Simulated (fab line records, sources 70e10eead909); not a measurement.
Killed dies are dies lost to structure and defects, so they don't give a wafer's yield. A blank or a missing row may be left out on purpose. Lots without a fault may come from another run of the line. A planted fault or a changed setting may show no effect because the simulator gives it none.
fab line records | flow nand_harc
record lots=12 wafers=36 last_day=24
route steps=1159 shown P_BONDPAD@385 A_ZERO_WELL@412 A_ONON_D1@446 A_CHANNEL_HOLE_D1@466
lots that met no fault: from a run of the same line without faults
start_h: hours from the record's first day to the start of the lot's first wafer shown | wait_h: hours since the lot's step before | " the same as in the row above | L1.1+2: a row that stands for several wafers | - no value, or no start given | * or withheld: withheld | < > ~ a bound
route shown NAME@n: a module of which the file shows steps, and the number in the route of the first | usual: mean/standard deviation of fault-free wafers | same: alike in all rows | chamber/n: place in a boat | sites: the reading at each site | _std_site: their standard deviation | _edge_site: outer sites' mean less inner sites' | radius_mm: how far each site lies from the wafer's centre | mask NAME#n: copy n | behind: the tool/chamber that last shaped the wafer | hold: why the lot was held/for how many hours/how that ended | device: the transistor (n, p or np) that didn't switch | end of line: the same wafers' tests at the end of the route | a step without rows: its recipe alone | killed: dies lost to structure and defects at the first sort, not the wafer's yield | map: a wafer's dies, x killed, . not, _ none there
set.NAME: the setting as run; set.NAME@STEP: as run at that earlier step | model.NAME: the simulator's own value behind a step, which no gauge read
steps of the route over a sample of lots; a table a step, a row a wafer
services: from which hour (start_h, from the record's first day; less than 0 if before it) a tool's chamber was out of use, for how many hours, and why
## steps
# step NHARC_P_BONDPAD_INSPECT_23
# usual raw_defect_count=360/140
# columns lot.wafer tool chamber start_h wait_h raw_defect_count
L250.2 defect_inspect-01 - 134.88 0.0 311
L250.4 " - " " 428
L250.6 " - " " 290
L254.2 defect_inspect-01 - 155.33 0.0 231
L254.4 " - " " 233
L254.5 " - " " 199
L256.4 defect_inspect-01 - 166.07 0.0 298
L256.5 " - " " 360
L256.6 " - " " 365
L257.1 defect_inspect-02 - 175.48 0.0 404
L257.3 " - " " 310
L257.6 " - " " 707
L260.1 defect_inspect-02 - 189.49 0.0 305
L260.2 " - " " 447
L260.3 " - " " 316
L259.1 defect_inspect-01 - 190.13 0.0 666
L259.2 " - " " 550
L259.3 " - " " 378
L261.1 defect_inspect-01 - 196.81 0.0 271
L261.2 " - " " 336
L261.5 " - " " 250
L262.3 defect_inspect-02 - 208.72 0.0 604
L262.4 " - " " 542
L262.5 " - " " 364
L263.1 defect_inspect-02 - 209.75 0.0 278
L263.2 " - " " 311
L263.6 " - " " 266
L265.1 defect_inspect-02 - 227.91 0.0 271
L265.4 " - " " 419
L265.5 " - " " 524
L273.1 defect_inspect-01 - 262.14 0.0 349
L273.2 " - " " 340
L273.3 " - " " 464
L272.2 defect_inspect-02 - 262.60 0.0 333
L272.4 " - " " 290
L272.5 " - " " 237
# step NHARC_A_ZERO_WELL_INSPECT_17
# usual raw_defect_count=11/5.4
# columns lot.wafer tool chamber start_h wait_h raw_defect_count
L250.2 defect_inspect-01 - 137.71 0.1 20
L250.4 " - " " 6
L250.6 " - " " 13
L254.2 defect_inspect-01 - 158.14 0.1 0
L254.4 " - " " 10
L254.5 " - " " 7
L256.4 defect_inspect-02 - 168.96 0.1 8
L256.5 " - " " 11
L256.6 " - " " 12
L257.1 defect_inspect-02 - 178.29 0.2 11
L257.3 " - " " 24
L257.6 " - " " 9
L260.1 defect_inspect-01 - 192.27 0.2 8
L260.2 " - " " 9
L260.3 " - " " 6
L259.1 defect_inspect-01 - 192.90 0.2 5
L259.2 " - " " 5
L259.3 " - " " 3
L261.1 defect_inspect-01 - 199.74 0.2 6
L261.2 " - " " 21
L261.5 " - " " 9
L262.3 defect_inspect-02 - 211.54 0.1 14
L262.4 " - " " 16
L262.5 " - " " 9
L263.1 defect_inspect-02 - 212.55 0.2 9
L263.2 " - " " 10
L263.6 " - " " 16
L265.1 defect_inspect-01 - 230.60 0.2 8
L265.4 " - " " 5
L265.5 " - " " 6
L273.1 defect_inspect-02 - 264.81 0.2 7
L273.2 " - " " 11
L273.3 " - " " 20
L272.2 defect_inspect-02 - 265.49 0.1 7
L272.4 " - " " 3
L272.5 " - " " 6
# step NHARC_A_ONON_D1_DEP_33
# recipe target_thk_a=2000 temp_c=400 pressure_torr=6.5 rf_w=900 teos_flow_sccm=161.4 flow_sccm=2650 target_thk_nm=200 gas=O2 material=SiO2
# usual heater_power_w=523/57 rf_fwd_power_W=897.8/2.9 throttle_valve_pct=15.9/0.52
# columns lot.wafer tool chamber start_h wait_h heater_power_w rf_fwd_power_W throttle_valve_pct
L250.2 pecvd-02 2 173.04 0.1 441 897.6 14.9
L250.6 " 2 " " 454 898.3 15.1
L250.4 " 0 " " 464 899.7 16.4
L254.2 pecvd-03 2 191.59 0.1 431 899.5 15.7
L254.5 " 0 " " 552 893.8 16.3
L254.4 " 1 " " 587 895.0 15.8
L256.4 pecvd-03 1 202.48 0.2 482 895.7 15.4
L256.5 " 2 " " 442 894.7 15.6
L256.6 " 0 " " 546 897.3 16.0
L257.1 pecvd-02 1 212.36 0.1 600 900.6 16.3
L257.3 " 1 " " 634 903.5 16.0
L257.6 " 1 " " 636 898.8 16.0
L259.2 pecvd-02 0 227.10 0.1 526 897.1 16.4
L259.3 " 1 " " 631 897.4 16.4
L259.1 " 2 " " 512 897.5 15.3
L260.3 pecvd-03 2 227.11 0.1 500 896.0 15.4
L260.2 " 0 " " 526 898.0 16.3
L260.1 " 1 " " 575 901.7 15.4
L261.1 pecvd-03 1 236.35 0.1 553 896.7 15.6
L261.2 " 2 " " 506 899.9 16.0
L261.5 " 1 " " 584 901.6 15.4
L263.1 pecvd-02 1 244.32 0.1 594 893.8 16.2
L263.2 " 2 " " 506 898.9 15.5
L263.6 " 1 " " 591 894.7 16.3
L262.3 pecvd-03 1 244.36 0.1 520 898.3 15.6
L262.5 " 2 " " 423 1254.4 15.3
L262.4 " 0 " " 446 896.0 16.1
L265.1 pecvd-03 1 264.51 0.1 454 895.7 15.4
L265.4 " 2 " " 327 1255.1 15.6
L265.5 " 0 " " 463 898.2 16.7
L273.2 pecvd-04 1 297.60 0.1 490 902.3 16.2
L273.1 " 2 " " 525 902.5 17.0
L273.3 " 0 " " 595 896.1 15.7
L272.2 pecvd-02 0 297.64 0.1 505 901.4 16.3
L272.4 " 0 " " 514 900.2 16.3
L272.5 " 1 " " 519 902.0 16.3
# step NHARC_A_ONON_D1_THK_MEAS_34
# recipe thk_meas_gauge=ellipsometry
# usual thk_nm=199.9/2.6
# columns lot.wafer tool chamber start_h wait_h thk_nm
L250.2 film_metro-01 - 173.45 - 198.6
L250.4 " - " " 201.9
L250.6 " - " " 203.3
L254.2 film_metro-01 - 191.92 - 200.7
L254.4 " - " " 203.9
L254.5 " - " " 201.3
L256.4 film_metro-01 - 202.76 - 202.3
L256.5 " - " " 202.4
L256.6 " - " " 200.8
L257.1 film_metro-02 - 212.84 0.4 195.7
L257.3 " - " " 196.4
L257.6 " - " " 198.5
L259.1 film_metro-02 - 227.51 - 201.7
L259.2 " - " " 198.4
L259.3 " - " " 199.1
L260.1 film_metro-01 - 227.52 - 202.2
L260.2 " - " " 195.8
L260.3 " - " " 198.0
L261.1 film_metro-02 - 236.71 - 196.2
L261.2 " - " " 197.5
L261.5 " - " " 200.2
L262.3 film_metro-02 - 244.68 - 197.4
L262.4 " - " " 204.8
L262.5 " - " " 224.2
L263.1 film_metro-02 - 244.73 - 199.6
L263.2 " - " " 196.0
L263.6 " - " " 200.3
L265.1 film_metro-01 - 264.83 - 195.7
L265.4 " - " " 223.6
L265.5 " - " " 203.5
L273.1 film_metro-02 - 298.01 - 200.0
L273.2 " - " " 202.1
L273.3 " - " " 197.7
L272.2 film_metro-01 - 298.01 - 196.3
L272.4 " - " " 196.7
L272.5 " - " " 201.1
# step NHARC_A_CHANNEL_HOLE_D1_ETCH_38
# recipe target_depth_a=390 over_etch_frac=0.3 time_s=65 ion_energy_ev=80 cf4_flow_sccm=150 ar_flow_sccm=0 rf_w=300 bias_w=100 chemistry=CF4
# usual drypump_motor_current_A=5.7/0.62 oes_product_au=0.998/0.011 rf_vpp_V=151.2/1.1 showerhead_plenum_p_Torr=1.75/0.063 throttle_valve_pct=13.284/0.0086
# columns lot.wafer tool chamber start_h wait_h drypump_motor_current_A oes_product_au rf_hours_counter_h rf_vpp_V showerhead_plenum_p_Torr throttle_valve_pct
L250.4 rie_diel-12 3 178.55 0.1 5.2 0.980 10 149.6 1.77 13.274
L250.2 " 0 " " 6.1 0.988 9 150.2 1.72 13.286
L250.6 " 2 " " 5.2 1.006 - 151.1 1.66 13.275
L254.2 rie_diel-05 0 196.74 0.1 6.1 1.019 1 151.2 1.79 13.285
L254.4 " 3 " " 6.6 1.013 1 152.6 1.77 13.294
L254.5 " 1 " " 6.7 0.986 - 151.6 1.78 13.279
L256.4 rie_diel-05 1 205.65 0.1 6.7 0.992 2 152.3 1.78 13.288
L256.5 " 1 " " 6.7 0.994 - 152.4 1.78 13.280
L256.6 " 2 " " 4.7 1.016 - 152.6 1.90 13.294
L257.3 rie_diel-06 0 215.79 0.1 6.3 0.980 10 151.0 1.75 13.290
L257.1 " 1 " " 6.2 0.999 10 153.5 1.83 13.286
L257.6 " 2 " " 4.8 0.989 - 150.0 1.72 13.279
L259.1 rie_diel-12 2 230.55 0.1 5.2 0.994 3 149.6 1.66 13.268
L259.2 " 3 " " 5.2 0.996 2 151.9 1.76 13.298
L259.3 " 1 " " 6.0 0.992 2 148.5 1.66 13.282
L260.3 rie_diel-06 2 230.71 0.1 4.8 0.995 10 151.9 1.72 13.297
L260.2 " 3 " " 5.6 1.019 10 152.2 1.80 13.290
L260.1 " 1 " " 6.2 1.013 11 151.8 1.84 13.281
L261.1 rie_diel-06 3 240.71 0.1 5.6 1.008 10 151.6 1.80 13.275
L261.2 " 1 " " 6.2 1.021 12 151.8 1.83 13.280
L261.5 " 3 " " 5.6 1.005 - 151.1 1.80 13.272
L262.3 rie_diel-05 0 247.79 0.1 6.1 1.013 5 151.3 1.79 13.286
L262.4 " 1 " " 6.7 0.996 - 151.9 1.77 13.287
L262.5 " 3 " " 6.6 1.006 - 153.1 1.77 13.282
L263.2 rie_diel-12 2 247.97 0.1 5.2 1.006 4 150.8 1.66 13.280
L263.1 " 3 " " 5.2 0.996 3 152.8 1.76 13.282
L263.6 " 2 " " 5.2 1.008 - 149.0 1.66 13.282
L265.4 rie_diel-12 2 268.86 0.1 5.2 1.000 6 149.5 1.66 13.285
L265.1 " 0 " " 6.1 0.985 5 151.2 1.71 13.303
L265.5 " 2 " " 5.2 1.001 - 149.1 1.66 13.290
L273.1 rie_diel-05 0 302.43 0.1 6.1 1.014 10 151.2 1.79 13.297
L273.3 " 1 " " 6.7 0.989 9 153.7 1.77 13.296
L273.2 " 2 " " 4.6 1.014 7 152.8 1.90 13.282
L272.4 rie_diel-06 1 303.48 0.1 6.2 0.999 3 151.2 1.83 13.291
L272.2 " 3 " " 5.6 0.981 3 153.2 1.80 13.280
L272.5 " 0 " " 6.3 1.004 - 150.6 1.75 13.285
## services
# columns tool chamber start_h hours kind
pecvd-02 - 153.24 13.0 pm
pecvd-02 0 153.24 13.0 vent_cycle
pecvd-02 1 153.24 13.0 vent_cycle
rie_diel-05 - 169.94 9.0 pm
pecvd-02 - 170.52 0.4 repair
pecvd-04 - 195.00 13.0 pm
rie_diel-12 - 202.56 9.0 pm
pecvd-02 0 207.03 5.3 repair
pecvd-02 - 211.36 0.4 repair
pecvd-04 - 227.01 1.1 repair
pecvd-02 - 235.98 0.8 repair
pecvd-04 0 239.39 10.8 repair
rie_diel-12 1 239.65 10.6 repair
rie_diel-06 - 241.49 9.0 pm
rie_diel-12 3 241.92 3.9 repair
rie_diel-05 2 246.10 8.9 repair
rie_diel-12 - 259.94 0.2 repair
pecvd-02 1 274.46 5.7 repair
pecvd-03 - 292.37 13.0 pm
pecvd-03 0 292.37 13.0 vent_cycle
pecvd-03 1 292.37 13.0 vent_cycle
pecvd-03 2 292.37 13.0 vent_cycle
rie_diel-12 0 293.46 11.1 repair
rie_diel-05 3 294.07 3.3 repair
## key
first_sign step=NHARC_A_ONON_D1_DEP_33 reading=rf_fwd_power_W direction=up sigmas=99+ usual=* struck=*
effect step=NHARC_A_ONON_D1_DEP_33 reading=heater_power_w direction=down sigmas=2.6 usual=* struck=*
effect step=NHARC_A_ONON_D1_THK_MEAS_34 reading=thk_nm direction=up sigmas=9.4 usual=199.9 struck=223.9
met_at NHARC_A_ONON_D1_DEP_33
struck_lots L262,L265
struck_wafers L262.5,L265.4
tester_left_out L262,L265
not_acting_at NHARC_P_BONDPAD_INSPECT_23,NHARC_A_ZERO_WELL_INSPECT_17,NHARC_A_CHANNEL_HOLE_D1_ETCH_38
onset_between 236.35 244.36
fault kind=process_parameter_drift tool=pecvd-03 chamber=2 onset_h=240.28 steps=NHARC_A_ONON_D1_DEP_33 channel=rf_w offset=* shape=step end_h=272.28 acts_in=* stated=*
# tester_left_out: of these lots the tester's yield and bins aren't shown, on N5 and GAA mostly nor the transistor test; their killed dies are dies lost to structure and defects alone, not to doping, threshold or leakage, so they don't give the yield
